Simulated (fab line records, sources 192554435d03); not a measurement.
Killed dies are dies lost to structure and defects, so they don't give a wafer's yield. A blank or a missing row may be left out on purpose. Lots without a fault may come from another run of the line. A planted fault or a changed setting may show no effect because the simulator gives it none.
Problem report in the 8D (eight disciplines) form, filled by code | flow n5_finfet | the parts of the form that need people (team, actions taken, sign-off) are left out

1. THE PROBLEM
killed_at_front_end at N5_PASSIVATION_PROBE_49 reads a mean of 93 on 2 wafers of 2 lots; wafers without a fault read 39 with a standard deviation of 11. That is +4.9 standard deviations from the usual mean.
First seen on wafer L616.1, day 19 15:45, on prober-01. The record holds 7 wafers of 3 lots with a number at this step. Rule for "out", or "out of limits": more than 4 standard deviations from the usual mean. The other wafers with a number count as sound.

2. WHAT IT IS AND WHAT IT IS NOT
question                    | is                   | is not
which readings at this step | killed_at_front_end  | killed_at_M0_to_M3, killed_at_M4_up, killed_at_contacts, killed_at_other, killed_open, killed_short, sort_bin_4_leakage, sort_bin_5_function, sort_bin_6_memory
which lots                  | L615, L616           | L621
which wafers of those lots  | L615.6, L616.1       | L615.3, L615.5
read on which tools         | prober-01, prober-02 | -
when                        | from day 19 15:45    | up to then (0 sound wafers); but 5 sound wafers of L615, L621 came after

3. SUSPECTS, AND WHAT RULES EACH OUT
Counting: a tool at a process step up to the reading stays a suspect if it ran every lot that is out. Sound lots after the first of them don't rule it out here, since some wafers of a struck lot are sound.
- rie_diel-06 at N5_GATE_CUT_ETCH_58 (etches SiNx in CH3F/O2, target depth 17 nm, time 128.6 s): kept. It ran every lot that is out, first L615 (day 8 00:31).
- Within rie_diel-06 at N5_GATE_CUT_ETCH_58: the wafers that are out ran in chamber 0; their sound lot-mates ran in chamber 2.
Left after counting: rie_diel-06 at N5_GATE_CUT_ETCH_58.

4. THE CAUSE (what the simulator had put in)
Chamber particle source: rie_diel-06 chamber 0, from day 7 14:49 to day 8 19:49, at N5_GATE_CUT_ETCH_58. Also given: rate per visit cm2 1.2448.
Counting left only this tool.

5. THE CHAIN OF EFFECTS, in route order
Each row: a reading whose mean over the struck wafers that have a number lies more than 3 standard deviations from the usual. Only readings for which the record gives a usual standard deviation are gone through. hours: the time from each lot's start at the first step in this table that gives one to its start at this step, as a median over the lots. sigmas: the change in usual standard deviations.
hours | step                    | reading             | usual | on struck wafers | change | sigmas
0     | N5_PASSIVATION_PROBE_49 | killed_at_front_end | 39    | 93               | +54    | +4.9
The process steps in it:
- N5_PASSIVATION_PROBE_49

6. WHAT WOULD HAVE CAUGHT IT SOONER
In this record the first reading out of limits was taken at day 19 15:45, 289 hours after the fault began at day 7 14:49.
Of the tool readings at N5_GATE_CUT_ETCH_58 for which the record gives a usual standard deviation, none was out on any struck wafer, so an alarm limit of 4 standard deviations on them would not have fired.
All the lots that are out (2) had begun N5_GATE_CUT_ETCH_58 on rie_diel-06 by day 19 15:45. A hold on the tool at that time would have spared none of them.
